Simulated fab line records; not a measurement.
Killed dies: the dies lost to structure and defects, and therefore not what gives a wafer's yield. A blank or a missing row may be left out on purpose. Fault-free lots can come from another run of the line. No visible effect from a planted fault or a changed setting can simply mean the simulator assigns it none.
8D (eight disciplines) problem report, filled in by code ; flow n5Finfet ; the parts of the form that need people (team, actions taken, sign-off) are left out

## 1. PROBLEM STATEMENT
spinSpeedRpm at N5_BEOL_M4_COAT_05 reads a mean of 1443.4 rpm on 6 wafers of 2 lots; wafers without a fault read 1499.9 rpm with a standard deviation of 0.97. That puts it -58 standard deviations away from the usual mean.
The step: resist thk 30 nm.
First seen on wafer L513.1, day 9 05:56, on lithoTrack-03. The record has a number at this step for 12 wafers belonging to 4 lots. Rule for "out", or "out of limits": more than 4 standard deviations from the usual mean. Any other wafer with a number is counted as sound.

## 2. WHAT THIS IS AND IS NOT
question;is;is not
which readings at this step;spinSpeedRpm;-
which lots;L512, L513;L508, L519
which wafers of those lots;all that have a number;-
read on which tools;lithoTrack-03;lithoTrack-04
when;from day 9 05:56;"up to then (3 sound wafers); but 3 sound wafers of L519 came after"

## 3. WHAT RULES OUT EACH SUSPECT
Counting: a tool stays on the suspect list if, at a process step up to the reading, it processed all lots that are out and no sound lot following the first of them.
- lithoTrack-03 at N5_BEOL_M4_COAT_05 (resist thk 30 nm): kept. It ran every lot that is out, first L513 (day 9 05:56), and no sound lot after that; its last sound lot up to then is L508 (day 8 12:14). Its own spinSpeedRpm readings are out on those wafers.
Remaining after the count: lithoTrack-03 at N5_BEOL_M4_COAT_05.

## 4. THE CAUSE (what the simulator had put in)
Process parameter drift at N5_BEOL_M4_COAT_05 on lithoTrack-03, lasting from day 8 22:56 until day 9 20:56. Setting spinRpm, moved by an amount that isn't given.
Only this tool survived the counting.

## 5. SEQUENCE OF EFFECTS, ordered by route
One row per reading whose mean, taken over the struck wafers that have a number, lies over 3 standard deviations from the usual. Scope: only readings with a usual standard deviation given in the record; hours: median across lots of the time from each lot's start at the first step in this table that gives one to its start at this step; sigmas: change in usual standard deviations.
hours;step;reading;usual;on struck wafers;change;sigmas
0;N5_BEOL_M4_COAT_05;spinSpeedRpm;1499.9 rpm;1443.4;-56.5;-58
It contains these process steps:
- N5_BEOL_M4_COAT_05: resist thk 30 nm.
At these later measuring or inspecting steps, every struck wafer for which the step has a row has a number for every such reading, and none has moved that far: N5_BEOL_M4_RC_MEAS_101.

## 6. WHAT WOULD HAVE CAUGHT IT SOONER
7 hours passed between the start of the fault at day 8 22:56 and the first reading out of limits in this record, taken at day 9 05:56.
